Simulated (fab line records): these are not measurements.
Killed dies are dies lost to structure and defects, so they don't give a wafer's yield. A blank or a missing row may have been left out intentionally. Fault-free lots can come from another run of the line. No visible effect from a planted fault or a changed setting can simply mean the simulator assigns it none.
Which tool was responsible?    flow n5 finfet    at 1 step of a route of 1938, 11 lots with 33 wafers sampled

## WHAT THE GAUGES READ, wafer by wafer
N5_FIN_SAQP_THK_MEAS_05.
lot   measured     on             thk nm (nm)
L219  day 1 21:49  film metro-02  37.7 38.0 37.9
L220  day 2 03:07  film metro-01  37.4 37.9 38.2
L227  day 3 22:03  film metro-01  36.8 37.8 37.6
L228  day 4 03:55  film metro-02  37.7 38.4 38.6
L229  day 4 09:22  film metro-02  37.3 37.8 38.2
L230  day 4 15:16  film metro-01  38.0 38.3 37.6
L231  day 4 22:10  film metro-02  38.3 36.9 37.7
L232  day 5 04:48  film metro-01  37.6 37.2 37.1
L239  day 6 22:58  film metro-02  37.6 38.6 38.1
L240  day 7 03:10  film metro-01  38.9 38.5 37.9
L241  day 7 08:58  film metro-02  37.8 38.2 38.4

## TOOL THAT RAN EACH LOT (tool first, then ch and the chambers of the sampled wafers, then the start)
There is no process step in the record ahead of these readings.

## THE ANSWER, worked out from the rows above alone
Rule: what is usual is taken from the lots themselves. Put in order of their means at a reading, lots are off if they are a third of the lots or fewer, leave a main group of 4 or more, and stand apart from it by a gap of 3 or more times the standard deviation of the main group's means; of several such gaps the widest counts. If all means in a main group match to the digits the tables above print for the reading, that group is not used. Also off: a lot with no number at a reading for which 4 or more lots have one. All remaining lots with rows at the step are treated as sound.
No lot is off at any reading shown: from this, nothing can be told.

## WHAT THE SIMULATOR HAD INSERTED
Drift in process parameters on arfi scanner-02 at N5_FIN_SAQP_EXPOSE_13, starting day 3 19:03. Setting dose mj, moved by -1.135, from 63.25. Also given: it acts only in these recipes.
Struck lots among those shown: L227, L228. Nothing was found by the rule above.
